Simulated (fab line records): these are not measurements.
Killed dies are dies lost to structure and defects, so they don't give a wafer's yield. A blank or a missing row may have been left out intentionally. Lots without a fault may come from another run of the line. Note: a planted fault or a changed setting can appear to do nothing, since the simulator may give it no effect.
Problem report, 8D (eight disciplines) form, completed by code -- flow n5Finfet -- the parts of the form that need people (team, actions taken, sign-off) are left out

1. PROBLEM STATEMENT
spinSpeedRpm at N5_BEOL_M11_COAT_60 reads a mean of 1550.6 rpm on 9 wafers of 3 lots; wafers without a fault read 1500.0 rpm with a standard deviation of 0.91. Measured from the usual mean, that is +56 standard deviations.
The step: time 60 s, resist thk 30 nm.
Seen first at day 11 13:23 on lithoTrack-02, wafer L929.3. At this step, 15 wafers from 5 lots have a number in the record. The rule behind "out" and "out of limits": a value lying over 4 standard deviations away from the usual mean. The rest of the wafers with a number are treated as sound.

2. WHAT IT IS AND WHAT IT IS NOT
question,is,is not
which readings at this step,spinSpeedRpm,heaterPowerTotalW
which lots,"L929, L930, L931","L925, L940"
which wafers of those lots,all that have a number,-
read on which tools,lithoTrack-02,lithoTrack-04
when,from day 11 13:23,up to then (3 sound wafers); but 3 sound wafers of L940 came after

3. THE SUSPECTS, EACH WITH WHAT RULES IT OUT
Counting: a tool at a process step up to the reading stays a suspect if it ran every lot that is out and no sound lot after the first of them.
- lithoTrack-02 at N5_BEOL_M11_COAT_60 (time 60 s, resist thk 30 nm): kept. It ran every lot that is out, first L929 (day 11 13:23), and no sound lot after that; its last sound lot up to then is L925 (day 10 16:39). Out on those wafers are its own readings of spinSpeedRpm.
Remaining after the count: lithoTrack-02 at N5_BEOL_M11_COAT_60.

4. THE CAUSE (what the simulator had put in)
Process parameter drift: lithoTrack-02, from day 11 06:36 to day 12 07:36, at N5_BEOL_M11_COAT_60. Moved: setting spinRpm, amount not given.
The count eliminated every tool but this one.

5. THE EFFECT CHAIN, in route order
Each row: a reading whose mean over the struck wafers that have a number lies more than 3 standard deviations from the usual. Only readings for which the record gives a usual standard deviation are gone through. hours: the time from each lot's start at the first step in this table that gives one to its start at this step, as a median over the lots. sigmas: the change in usual standard deviations.
hours,step,reading,usual,on struck wafers,change,sigmas
0,N5_BEOL_M11_COAT_60,spinSpeedRpm,1500.0 rpm,1550.6,+50.6,+56
Process steps it contains:
- N5_BEOL_M11_COAT_60: time 60 s, resist thk 30 nm.

6. WHAT WOULD HAVE CAUGHT IT SOONER
In this record the first reading out of limits was taken at day 11 13:23, 7 hours after the fault began at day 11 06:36.
